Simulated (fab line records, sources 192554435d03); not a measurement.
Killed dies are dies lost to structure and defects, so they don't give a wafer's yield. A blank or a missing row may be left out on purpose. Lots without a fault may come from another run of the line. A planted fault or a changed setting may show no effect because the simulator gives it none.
Chamber matching | flow n5_finfet | N5_DUMMY_GATE_ETCH_23 on rie_si-04: 4 sister chambers
The step etches poly-Si in HBr/Cl2/O2, target depth 41 nm, time 22.3 s. 30 wafers are shown with their chamber, then 12 later ones without.

WAFERS WITH THEIR CHAMBER
wafer  | chamber | drypump_motor_current_A (A) | throttle_valve_pct (%) | oes_product_au (a.u.)
L076.3 | 2       | 5.6                         | 37.6                   | 1.021
L076.4 | 0       | 5.5                         | 38.4                   | 1.020
L076.5 | 3       | 6.6                         | 37.8                   | 0.991
L079.1 | 3       | 6.6                         | 37.7                   | 0.998
L079.2 | 1       | 5.7                         | 38.0                   | 0.974
L079.3 | 0       | 5.5                         | 38.4                   | 1.033
L079.4 | 2       | 5.6                         | 37.6                   | 1.008
L079.5 | 3       | 6.6                         | 37.7                   | 0.992
L079.6 | 2       | 5.6                         | 37.6                   | 1.013
L080.1 | 2       | 5.5                         | 37.6                   | 1.010
L080.2 | 1       | 5.7                         | 38.1                   | 0.984
L080.3 | 3       | 6.6                         | 37.7                   | 0.997
L080.4 | 0       | 5.5                         | 38.4                   | 1.032
L080.5 | 0       | 5.5                         | 38.4                   | 1.020
L080.6 | 1       | 5.7                         | 38.1                   | 0.992
L083.1 | 0       | 5.5                         | 38.4                   | 1.018
L083.3 | 1       | 5.7                         | 38.0                   | 0.972
L083.4 | 3       | 6.6                         | 37.7                   | 0.996
L086.3 | 1       | 5.7                         | 38.1                   | 0.991
L086.4 | 2       | 5.6                         | 37.6                   | 1.008
L086.6 | 1       | 5.7                         | 38.1                   | 0.975
L089.1 | 3       | 6.6                         | 37.7                   | 1.003
L089.2 | 0       | 5.5                         | 38.4                   | 1.038
L089.3 | 2       | 5.6                         | 37.6                   | 1.017
L089.4 | 1       | 5.7                         | 38.1                   | 0.976
L089.5 | 3       | 6.6                         | 37.7                   | 0.994
L089.6 | 0       | 5.5                         | 38.4                   | 1.033
L090.1 | 3       | 6.6                         | 37.8                   | 1.003
L090.2 | 2       | 5.6                         | 37.6                   | 1.022
L090.3 | 1       | 5.7                         | 38.1                   | 0.976

SIGNATURES (means of the wafers above)
reading                 | chamber 0 | chamber 1 | chamber 2 | chamber 3 | scatter within a chamber
drypump_motor_current_A | 5.500     | 5.700     | 5.586     | 6.600     | 0.0182
throttle_valve_pct      | 38.400    | 38.075    | 37.600    | 37.725    | 0.034
oes_product_au          | 1.02771   | 0.98000   | 1.01414   | 0.99675   | 0.00675
Rule: a wafer's distance from a chamber is the root of the sum, over the readings, of the square of ((its reading less the chamber's mean) divided by the reading's scatter). The wafer belongs to the nearest chamber; if the next one is less than 2 further off, it can't be placed. The scatter: the root of (the sum of the squares of (reading less its chamber's mean) over the shown wafers, divided by (wafers less chambers)).

WAFERS WITHOUT THEIR CHAMBER
wafer  | drypump_motor_current_A (A) | throttle_valve_pct (%) | oes_product_au (a.u.)
L093.2 | 5.5                         | 38.4                   | 1.028
L093.4 | 6.6                         | 37.8                   | 0.994
L093.6 | 5.7                         | 38.1                   | 0.982
L094.2 | 5.7                         | 38.1                   | 0.991
L094.3 | 6.6                         | 37.7                   | 1.006
L094.5 | 6.6                         | 37.8                   | 0.997
L096.1 | 5.7                         | 38.1                   | 0.982
L096.4 | 5.6                         | 37.6                   | 1.010
L096.6 | 6.6                         | 37.7                   | 1.011
L097.2 | 6.6                         | 37.7                   | 1.006
L097.5 | 6.6                         | 37.8                   | 0.997
L097.6 | 5.6                         | 37.6                   | 1.023

WHICH CHAMBER EACH WENT THROUGH
wafer  | from the rows above | in truth
L093.2 | 0                   | 0
L093.4 | 3                   | 3
L093.6 | 1                   | 1
L094.2 | 1                   | 1
L094.3 | 3                   | 3
L094.5 | 3                   | 3
L096.1 | 1                   | 1
L096.4 | 2                   | 2
L096.6 | 3                   | 3
L097.2 | 3                   | 3
L097.5 | 3                   | 3
L097.6 | 2                   | 2
Placed correctly: 12 of 12. Can't be placed from these rows: 0. Placed wrongly: 0.
